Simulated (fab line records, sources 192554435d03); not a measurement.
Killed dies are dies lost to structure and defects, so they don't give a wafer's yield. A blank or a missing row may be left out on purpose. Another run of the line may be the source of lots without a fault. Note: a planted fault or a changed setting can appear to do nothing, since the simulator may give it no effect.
fab line records + flow n5_finfet
record
- lots=11
- wafers=31
- last_day=18
route steps=1938 shown BEOL_M6@1236 PASSIVATION@1936
lots that met no fault: from a run of the same line without faults
start_h: the number of hours between the record's first day and the start of the first shown wafer of the lot + wait_h: how many hours have passed since the lot's step before this one + " as in the row above + L1.1+2: one row covering several wafers at once + - either no value or no given start + * or withheld: withheld + < > ~ a bound
route shown NAME@n: NAME is a module with steps in the file, n the number in the route of the first one + usual: the fault-free wafers' mean and standard deviation + same: alike in all rows + chamber/n: place in a boat + sites: readings site by site + _std_site: their standard deviation + _edge_site: outer sites' mean less inner sites' + radius_mm: for every site, how far away it sits from the centre of the wafer + mask NAME#n: copy n + behind: tool/chamber where the wafer was last shaped + hold: the reason the lot was held/the length of the hold in hours/how it ended + device: whichever transistor did not switch (one of n, p or np) + end of line: tests run on the same wafers once the route is complete + step lacking rows: just its recipe + killed: at the first sort, the dies lost to defects and structure; wafer yield is something else + map: a wafer's dies, marking killed ones x, the rest . and places with no die _
set.NAME: the run value of the setting; set.NAME@STEP: its run value at that earlier step + model.NAME: the simulator's own value behind a step, which no gauge read
one table for each step of the route and one row for each wafer, over a sample of lots
services: when a tool's chamber went out of use (start_h, in hours from the record's first day, below 0 if earlier), for how many hours, and the reason
## steps
# step N5_BEOL_M6_VIA_ETCH_34
# recipe
- chemistry=C4F6/O2
- target=SiCOH_lowk
- target_depth_a=1263
- mask_material=SOC
- taper_deg=4
- time_s=50.9
- ion_energy_ev=250
- pressure_mtorr=30
- source_w=345
- bias_w=185
- Ar_flow_sccm=300
- C4F6_flow_sccm=10
- O2_flow_sccm=10
# usual
- bias_w=184.9/0.63
- drypump_motor_current_A=5.6/0.44
- mfc_ar_sccm=299.8/0.98
- oes_ar_750_au=0.77/0.081
- oes_product_au=0.77/0.084
- rf_vpp_V=663/21
- showerhead_plenum_p_Torr=2.85/0.089
- throttle_valve_pct=20.86/0.22
| lot.wafer | tool        | chamber | start_h | wait_h | bias_w | drypump_motor_current_A | mfc_ar_sccm | oes_ar_750_au | oes_product_au | rf_hours_counter_h | rf_vpp_V | showerhead_plenum_p_Torr | throttle_valve_pct |
|-----------|-------------|---------|---------|--------|--------|-------------------------|-------------|---------------|----------------|--------------------|----------|--------------------------|--------------------|
| L889.2    | rie_diel-05 | 3       | 209.75  | 0.0    | 184.9  | 5.2                     | 298.8       | 0.82          | 0.85           | 57                 | 716      | 2.80                     | 20.83              |
| L889.4    | "           | 0       | "       | "      | 185.3  | 5.4                     | 298.9       | 0.69          | 0.68           | 233                | 657      | 2.79                     | 20.94              |
| L889.5    | "           | 3       | "       | "      | 182.7  | 5.2                     | 299.4       | 0.83          | 0.86           | -                  | 715      | 2.80                     | 20.84              |
| L888.3    | rie_diel-06 | 2       | 212.73  | 0.0    | 184.7  | 5.9                     | 300.3       | 0.86          | 0.86           | 80                 | 667      | 2.78                     | 20.92              |
| L888.4    | "           | 1       | "       | "      | 185.1  | 5.6                     | 302.3       | 0.92          | 0.92           | 20                 | 650      | 2.80                     | 20.71              |
| L888.6    | "           | 3       | "       | "      | 184.9  | 5.5                     | 300.8       | 0.73          | 0.73           | -                  | 652      | 2.97                     | 20.87              |
| L890.5    | rie_diel-06 | 0       | 221.74  | 0.0    | 185.8  | 5.6                     | 301.4       | 0.76          | 0.77           | -                  | 662      | 2.72                     | 21.01              |
| L890.6    | "           | 3       | "       | "      | 185.5  | 5.5                     | 298.7       | 0.72          | 0.73           | -                  | 651      | 2.96                     | 20.88              |
| L892.1    | rie_diel-01 | 1       | 242.42  | 0.0    | 185.3  | 6.0                     | 298.5       | 0.71          | 0.70           | 226                | 641      | 2.74                     | 21.31              |
| L892.5    | "           | 3       | "       | "      | 183.4  | 6.6                     | 298.4       | 0.67          | 0.66           | -                  | 653      | 2.92                     | 20.57              |
| L895.2    | rie_diel-01 | 1       | 265.20  | 0.0    | 185.7  | 6.0                     | 299.3       | 0.71          | 0.69           | 234                | 640      | 2.74                     | 21.33              |
| L895.3    | "           | 3       | "       | "      | 184.6  | 6.6                     | 299.5       | 0.67          | 0.66           | 236                | 654      | 2.91                     | 20.58              |
| L895.4    | "           | 2       | "       | "      | 185.0  | 5.3                     | 300.4       | 0.79          | 0.81           | 111                | 653      | 2.88                     | 20.70              |
| L898.2    | rie_diel-06 | 1       | 273.75  | 0.0    | 184.9  | 5.6                     | 300.5       | 0.87          | 0.88           | 43                 | 650      | 2.79                     | 20.77              |
| L898.4    | "           | 2       | "       | "      | 184.6  | 5.9                     | 300.1       | 0.84          | 0.84           | 103                | 667      | 2.77                     | 20.94              |
| L898.5    | "           | 0       | "       | "      | 183.4  | 5.6                     | 299.3       | 0.75          | 0.75           | -                  | 662      | 2.72                     | 21.03              |
| L902.4    | rie_diel-05 | 1       | 278.78  | 0.0    | 185.9  | 5.3                     | 300.5       | 0.81          | 0.81           | 115                | 698      | 2.98                     | 20.62              |
| L902.5    | "           | 2       | "       | "      | 184.5  | 5.1                     | 299.8       | 0.69          | 0.69           | -                  | 689      | 2.94                     | 20.97              |
| L902.6    | "           | 1       | "       | "      | 185.2  | 5.3                     | 301.2       | 0.81          | 0.81           | -                  | 699      | 2.98                     | 20.63              |
| L900.2    | rie_diel-06 | 0       | 278.82  | 0.0    | 184.4  | 5.6                     | 300.8       | 0.75          | 0.76           | 180                | 662      | 2.72                     | 21.04              |
| L900.4    | "           | 1       | "       | "      | 185.2  | 5.6                     | 301.7       | 0.87          | 0.88           | 45                 | 650      | 2.79                     | 20.75              |
| L900.5    | "           | 3       | "       | "      | 185.6  | 5.5                     | 299.4       | 0.71          | 0.71           | -                  | 649      | 2.95                     | 20.90              |
| L905.1    | rie_diel-06 | 0       | 310.01  | 0.0    | 184.7  | 5.5                     | 298.3       | 0.74          | 0.74           | 193                | 661      | 2.71                     | 21.05              |
| L905.4    | "           | 1       | "       | "      | 185.4  | 5.5                     | 300.3       | 0.85          | 0.87           | 59                 | 650      | 2.78                     | 20.78              |
| L905.5    | "           | 3       | "       | "      | 185.1  | 5.5                     | 296.9       | 0.70          | 0.69           | -                  | 650      | 2.95                     | 20.91              |
| L909.1    | rie_diel-06 | 3       | 331.73  | 0.0    | 183.9  | 5.5                     | 300.3       | 0.70          | 0.70           | 228                | 650      | 2.95                     | 20.93              |
| L909.3    | "           | 2       | "       | "      | 186.2  | 5.9                     | 298.1       | 0.82          | 0.81           | 123                | 667      | 2.76                     | 20.98              |
| L909.6    | "           | 0       | "       | "      | 185.5  | 5.5                     | 301.3       | 0.74          | 0.72           | -                  | 661      | 2.71                     | 21.05              |
| L907.1    | rie_diel-01 | 0       | 336.05  | 0.0    | 182.8  | 5.2                     | 299.7       | 0.94          | 0.92           | 14                 | 653      | 2.88                     | 20.63              |
| L907.4    | "           | 1       | "       | "      | 185.0  | 6.0                     | 300.4       | 0.68          | 0.67           | -                  | 639      | 2.73                     | 21.37              |
| L907.5    | "           | 3       | "       | "      | 184.9  | 6.6                     | 298.4       | 0.97          | 0.96           | -                  | 652      | 2.90                     | 20.31              |
# step N5_BEOL_M6_TRENCH_ETCH_37
# recipe
- chemistry=C4F6/O2
- target_depth_a=944.35
- target=SiCOH_lowk
- time_s=31.5
- ion_energy_ev=250
- pressure_mtorr=30
- source_w=345
- bias_w=185
- Ar_flow_sccm=300
- C4F6_flow_sccm=10
- O2_flow_sccm=10
# usual
- bias_w=184.9/0.54
- drypump_motor_current_A=5.6/0.44
- mfc_ar_sccm=299.9/0.95
- oes_ar_750_au=0.77/0.08
- oes_product_au=0.77/0.083
- rf_vpp_V=663/21
- showerhead_plenum_p_Torr=2.85/0.089
- throttle_valve_pct=20.90/0.23
| lot.wafer | tool        | chamber | start_h | wait_h | bias_w | drypump_motor_current_A | mfc_ar_sccm | oes_ar_750_au | oes_product_au | rf_hours_counter_h | rf_vpp_V | showerhead_plenum_p_Torr | throttle_valve_pct |
|-----------|-------------|---------|---------|--------|--------|-------------------------|-------------|---------------|----------------|--------------------|----------|--------------------------|--------------------|
| L889.2    | rie_diel-05 | 3       | -       | -      | 184.0  | 5.2                     | 301.0       | 0.82          | 0.85           | 57                 | 714      | 2.80                     | 20.85              |
| L889.4    | "           | 0       | "       | "      | 185.9  | 5.4                     | 301.7       | 0.69          | 0.68           | 233                | 655      | 2.79                     | 20.97              |
| L889.5    | "           | 3       | "       | "      | 185.0  | 5.2                     | 300.6       | 0.84          | 0.86           | -                  | 716      | 2.80                     | 20.85              |
| L888.3    | rie_diel-06 | 2       | -       | -      | 185.2  | 5.9                     | 298.9       | 0.87          | 0.86           | 80                 | 667      | 2.78                     | 20.96              |
| L888.4    | "           | 1       | "       | "      | 185.0  | 5.6                     | 301.6       | 0.91          | 0.92           | 20                 | 648      | 2.80                     | 20.75              |
| L888.6    | "           | 3       | "       | "      | 184.2  | 5.5                     | 300.4       | 0.73          | 0.72           | -                  | 652      | 2.97                     | 20.89              |
| L890.5    | rie_diel-06 | 0       | -       | -      | 186.1  | 5.6                     | 300.8       | 0.76          | 0.77           | -                  | 662      | 2.72                     | 21.07              |
| L890.6    | "           | 3       | "       | "      | 184.3  | 5.5                     | 301.0       | 0.72          | 0.72           | -                  | 650      | 2.96                     | 20.89              |
| L892.1    | rie_diel-01 | 1       | -       | -      | 184.3  | 6.0                     | 300.4       | 0.71          | 0.69           | 226                | 640      | 2.74                     | 21.37              |
| L892.5    | "           | 3       | "       | "      | 185.1  | 6.6                     | 301.2       | 0.67          | 0.66           | -                  | 653      | 2.92                     | 20.59              |
| L895.2    | rie_diel-01 | 1       | -       | -      | 185.2  | 6.0                     | 299.6       | 0.71          | 0.69           | 234                | 639      | 2.74                     | 21.37              |
| L895.3    | "           | 3       | "       | "      | 184.6  | 6.6                     | 298.0       | 0.67          | 0.66           | 237                | 652      | 2.91                     | 20.60              |
| L895.4    | "           | 2       | "       | "      | 184.9  | 5.3                     | 299.8       | 0.79          | 0.81           | 111                | 654      | 2.88                     | 20.73              |
| L898.2    | rie_diel-06 | 1       | -       | -      | 185.8  | 5.5                     | 300.6       | 0.87          | 0.88           | 43                 | 649      | 2.79                     | 20.79              |
| L898.4    | "           | 2       | "       | "      | 185.1  | 5.9                     | 300.2       | 0.84          | 0.84           | 103                | 667      | 2.77                     | 21.01              |
| L898.5    | "           | 0       | "       | "      | 185.1  | 5.6                     | 300.0       | 0.75          | 0.74           | -                  | 663      | 2.72                     | 21.06              |
| L902.4    | rie_diel-05 | 1       | -       | -      | 184.6  | 5.3                     | 299.3       | 0.81          | 0.82           | 115                | 698      | 2.98                     | 20.68              |
| L902.5    | "           | 2       | "       | "      | 183.7  | 5.1                     | 301.4       | 0.68          | 0.70           | -                  | 688      | 2.94                     | 20.99              |
| L902.6    | "           | 1       | "       | "      | 184.9  | 5.3                     | 300.8       | 0.81          | 0.81           | -                  | 700      | 2.98                     | 20.70              |
| L900.2    | rie_diel-06 | 0       | -       | -      | 185.2  | 5.5                     | 299.2       | 0.76          | 0.75           | 180                | 660      | 2.72                     | 21.07              |
| L900.4    | "           | 1       | "       | "      | 185.6  | 5.6                     | 300.6       | 0.87          | 0.89           | 45                 | 649      | 2.79                     | 20.79              |
| L900.5    | "           | 3       | "       | "      | 185.3  | 5.5                     | 300.0       | 0.71          | 0.71           | -                  | 651      | 2.95                     | 20.93              |
| L905.1    | rie_diel-06 | 0       | -       | -      | 184.9  | 5.5                     | 300.0       | 0.74          | 0.74           | 194                | 660      | 2.71                     | 21.09              |
| L905.4    | "           | 1       | "       | "      | 184.4  | 5.6                     | 299.3       | 0.85          | 0.87           | 59                 | 648      | 2.78                     | 20.79              |
| L905.5    | "           | 3       | "       | "      | 185.0  | 5.5                     | 299.4       | 0.70          | 0.70           | -                  | 651      | 2.95                     | 20.97              |
| L909.1    | rie_diel-06 | 3       | -       | -      | 184.4  | 5.5                     | 298.8       | 0.70          | 0.70           | 228                | 651      | 2.95                     | 20.97              |
| L909.3    | "           | 2       | "       | "      | 185.4  | 5.8                     | 298.7       | 0.82          | 0.81           | 123                | 665      | 2.76                     | 21.02              |
| L909.6    | "           | 0       | "       | "      | 186.0  | 5.6                     | 300.8       | 0.74          | 0.73           | -                  | 660      | 2.71                     | 21.10              |
| L907.1    | rie_diel-01 | 0       | -       | -      | 183.5  | 5.2                     | 298.5       | 0.93          | 0.92           | 14                 | 653      | 2.88                     | 20.67              |
| L907.4    | "           | 1       | "       | "      | 184.2  | 6.1                     | 299.9       | 0.68          | 0.67           | -                  | 641      | 2.73                     | 21.43              |
| L907.5    | "           | 3       | "       | "      | 184.8  | 6.6                     | 298.4       | 0.96          | 0.97           | -                  | 653      | 2.90                     | 20.33              |
# step N5_BEOL_M6_OCD_MEAS_38
# usual
- trench_depth_nm=94.8/2.1
| lot.wafer | tool   | chamber | start_h | wait_h | trench_depth_nm |
|-----------|--------|---------|---------|--------|-----------------|
| L889.2    | ocd-01 | -       | 209.99  | -      | 95.5            |
| L889.4    | "      | -       | "       | "      | 92.8            |
| L889.5    | "      | -       | "       | "      | 97.2            |
| L888.3    | ocd-02 | -       | 212.98  | -      | 96.8            |
| L888.4    | "      | -       | "       | "      | 95.2            |
| L888.6    | "      | -       | "       | "      | 92.0            |
| L890.5    | ocd-01 | -       | 221.97  | -      | 98.2            |
| L890.6    | "      | -       | "       | "      | 93.4            |
| L892.1    | ocd-02 | -       | 242.67  | -      | 92.6            |
| L892.5    | "      | -       | "       | "      | 91.9            |
| L895.2    | ocd-01 | -       | 265.45  | -      | 91.1            |
| L895.3    | "      | -       | "       | "      | 91.5            |
| L895.4    | "      | -       | "       | "      | 96.9            |
| L898.2    | ocd-01 | -       | 273.99  | -      | 94.0            |
| L898.4    | "      | -       | "       | "      | 97.8            |
| L898.5    | "      | -       | "       | "      | 96.6            |
| L902.4    | ocd-02 | -       | 279.03  | -      | 96.7            |
| L902.5    | "      | -       | "       | "      | 94.3            |
| L902.6    | "      | -       | "       | "      | 95.2            |
| L900.2    | ocd-02 | -       | 279.07  | -      | 98.6            |
| L900.4    | "      | -       | "       | "      | 95.1            |
| L900.5    | "      | -       | "       | "      | 91.6            |
| L905.1    | ocd-01 | -       | 310.26  | -      | 97.0            |
| L905.4    | "      | -       | "       | "      | 94.9            |
| L905.5    | "      | -       | "       | "      | 91.8            |
| L909.1    | ocd-02 | -       | 331.98  | -      | 93.3            |
| L909.3    | "      | -       | "       | "      | 96.7            |
| L909.6    | "      | -       | "       | "      | 96.8            |
| L907.1    | ocd-01 | -       | 336.30  | -      | 95.6            |
| L907.4    | "      | -       | "       | "      | 92.4            |
| L907.5    | "      | -       | "       | "      | 93.4            |
# step N5_BEOL_M6_CURE_75
# recipe
- temp_c=370
- time_s=120
- ambient=DMADMS/He
- material=SiCOH_lowk
# usual
- lamp_power_pct=52.32/0.051
- run_length_s=178.4/1.1
- wafer_temp_C_max=371.7/0.88
| lot.wafer | tool       | chamber | start_h | wait_h | lamp_power_pct | run_length_s | wafer_temp_C_max |
|-----------|------------|---------|---------|--------|----------------|--------------|------------------|
| L889.2    | uv_cure-03 | 0       | 210.34  | 0.2    | 52.29          | 178.7        | 373.0            |
| L889.4    | "          | 0       | "       | "      | 52.31          | 178.7        | 373.1            |
| L889.5    | "          | 0       | "       | "      | 52.37          | 178.6        | 373.5            |
| L888.3    | uv_cure-03 | 2       | 213.28  | 0.1    | 52.26          | 178.1        | 371.6            |
| L888.4    | "          | 2       | "       | "      | 52.36          | 177.7        | 371.9            |
| L888.6    | "          | 2       | "       | "      | 52.33          | 177.6        | 372.2            |
| L890.5    | uv_cure-01 | 1       | 222.56  | 0.4    | 52.33          | 181.5        | 372.2            |
| L890.6    | "          | 1       | "       | "      | 52.30          | 182.0        | 372.8            |
| L892.1    | uv_cure-01 | 1       | 243.08  | 0.0    | 52.43          | 178.1        | 372.8            |
| L892.5    | "          | 1       | "       | "      | 52.25          | 177.5        | 373.6            |
| L895.2    | uv_cure-01 | 2       | 265.69  | 0.1    | 52.30          | 177.4        | 371.0            |
| L895.3    | "          | 2       | "       | "      | 52.28          | 177.9        | 370.9            |
| L895.4    | "          | 2       | "       | "      | 52.32          | 177.8        | 371.1            |
| L898.2    | uv_cure-01 | 0       | 274.24  | 0.1    | -              | -            | -                |
| L898.4    | "          | 0       | "       | "      | -              | -            | -                |
| L898.5    | "          | 0       | "       | "      | -              | -            | -                |
| L902.4    | uv_cure-02 | 0       | 279.37  | 0.2    | -              | -            | -                |
| L902.5    | "          | 0       | "       | "      | -              | -            | -                |
| L902.6    | "          | 0       | "       | "      | -              | -            | -                |
| L900.2    | uv_cure-01 | 0       | 279.56  | 0.3    | -              | -            | -                |
| L900.4    | "          | 0       | "       | "      | -              | -            | -                |
| L900.5    | "          | 0       | "       | "      | -              | -            | -                |
| L905.1    | uv_cure-02 | 1       | 310.45  | 0.0    | 52.24          | 178.2        | 372.1            |
| L905.4    | "          | 1       | "       | "      | 52.41          | 178.0        | 373.1            |
| L905.5    | "          | 1       | "       | "      | 52.18          | 178.6        | 372.2            |
| L909.1    | uv_cure-02 | 0       | 332.18  | 0.0    | 52.28          | 177.6        | 371.1            |
| L909.3    | "          | 0       | "       | "      | 52.29          | 177.5        | 371.2            |
| L909.6    | "          | 0       | "       | "      | 52.40          | 177.5        | 371.8            |
| L907.1    | uv_cure-01 | 2       | 336.49  | 0.0    | 52.38          | 177.7        | 370.9            |
| L907.4    | "          | 2       | "       | "      | 52.33          | 177.7        | 370.8            |
| L907.5    | "          | 2       | "       | "      | 52.37          | 177.5        | 370.9            |
# step N5_PASSIVATION_PROBE_49
# usual
- defect_limited_yield=91.0/1.4
- killed_at_M0_to_M3=36/9.6
- killed_at_M4_up=14/6.1
- killed_at_contacts=13/6.6
- killed_at_front_end=40/11
- killed_at_other=3.2/2.9
- killed_dies=106/17
- killed_open=71/12
- killed_short=33/7.3
- sort_bin_4_leakage=0.02/0.11
- sort_bin_5_function=5.3/1
- sort_bin_6_memory=3.4/0.68
- sort_n_pass=1073/19
- sort_yield_pct=91.0/1.6
# same
- gross_dies=1180
- killed_at_back_side=0
- sort_bin_8_speed[%]=0
| lot.wafer | tool      | chamber | start_h | wait_h | defect_limited_yield[%] | killed_at_M0_to_M3 | killed_at_M4_up | killed_at_contacts | killed_at_front_end | killed_at_other | killed_dies | killed_open | killed_short | sort_bin_4_leakage[%] | sort_bin_5_function[%] | sort_bin_6_memory[%] | sort_n_pass | sort_yield_pct[%] |
|-----------|-----------|---------|---------|--------|-------------------------|--------------------|-----------------|--------------------|---------------------|-----------------|-------------|-------------|--------------|-----------------------|------------------------|----------------------|-------------|-------------------|
| L892.1    | prober-01 | -       | 327.19  | 0.0    | 91.9                    | 29                 | 16              | 11                 | 38                  | 1               | 95          | 64          | 31           | 0                     | 5.0                    | 2.9                  | 1085        | 91.9              |
| L892.5    | prober-01 | -       | 327.39  | 0.2    | 90.3                    | 39                 | 11              | 15                 | 50                  | 0               | 115         | 75          | 40           | 0                     | 6.4                    | 3.1                  | 1065        | 90.3              |
# killed by level:class
L892.1 STI_FIN_REVEAL:geometric_particle:open=13 MOL_CONTACT_COAG:geometric_particle:open=11 FIN_SAQP:geometric_particle:open=6 STI_FIN_REVEAL:geometric_particle:short=6 BEOL_M2:geometric_particle:open=6 FIN_SAQP:geometric_particle:short=5 BEOL_M3:geometric_particle:short=5 BEOL_M0_SAQP:geometric_particle:short=5
L892.5 FIN_SAQP:geometric_particle:open=15 FIN_SAQP:geometric_particle:short=14 MOL_CONTACT_COAG:geometric_particle:open=12 STI_FIN_REVEAL:geometric_particle:open=10 BEOL_M0_SAQP:geometric_particle:short=9 BEOL_M0_SAQP:geometric_particle:open=7 BEOL_M2:geometric_particle:open=7 BEOL_M3:geometric_particle:open=7
## services
| tool        | chamber | start_h | hours | kind                          |
|-------------|---------|---------|-------|-------------------------------|
| uv_cure-01  | -       | 218.77  | 0.5   | repair                        |
| rie_diel-01 | 2       | 225.67  | 2.5   | repair                        |
| rie_diel-01 | 0       | 230.15  | 3.8   | repair                        |
| uv_cure-01  | -       | 237.66  | 0.7   | repair                        |
| rie_diel-05 | 0       | 251.23  | -     | clean                         |
| rie_diel-05 | 0       | 251.23  | -     | consumable_replace:focus_ring |
| rie_diel-05 | 0       | 251.23  | 17.4  | scheduled_down                |
| rie_diel-06 | 0       | 251.86  | 12.1  | repair                        |
| rie_diel-06 | 3       | 267.73  | 5.6   | repair                        |
| uv_cure-02  | -       | 271.13  | 1.0   | pm                            |
| rie_diel-01 | 0       | 273.91  | -     | clean                         |
| rie_diel-01 | 0       | 273.91  | -     | consumable_replace:esc        |
| rie_diel-01 | 0       | 273.91  | -     | consumable_replace:focus_ring |
| rie_diel-01 | 0       | 273.91  | 29.4  | scheduled_down                |
| rie_diel-01 | 0       | 273.91  | 29.4  | vent_cycle                    |
| rie_diel-01 | 2       | 274.40  | 6.1   | repair                        |
| rie_diel-06 | 2       | 299.66  | 8.5   | repair                        |
| rie_diel-01 | 3       | 303.35  | -     | clean                         |
| rie_diel-01 | 3       | 303.35  | -     | consumable_replace:focus_ring |
| rie_diel-01 | 3       | 303.35  | 17.1  | scheduled_down                |
| rie_diel-01 | 3       | 303.35  | 17.1  | vent_cycle                    |
| rie_diel-01 | 2       | 318.89  | 28.1  | repair                        |
| uv_cure-03  | -       | 329.53  | 0.7   | repair                        |
| rie_diel-05 | 3       | 331.24  | 12.5  | repair                        |
## key
first_sign
- step=N5_BEOL_M6_CURE_75
- reading=tool_record
- direction=missing
effect none on later readings
met_at N5_BEOL_M6_CURE_75
struck_lots L898,L900,L902
not_acting_at N5_BEOL_M6_VIA_ETCH_34,N5_BEOL_M6_TRENCH_ETCH_37,N5_BEOL_M6_OCD_MEAS_38
onset_between 265.69 274.24
fault
- kind=skipped_step_whole
- tool=uv_cure-01,uv_cure-02
- chamber=-
- onset_h=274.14
- steps=N5_BEOL_M6_CURE_75
- scope=struck_lots_only
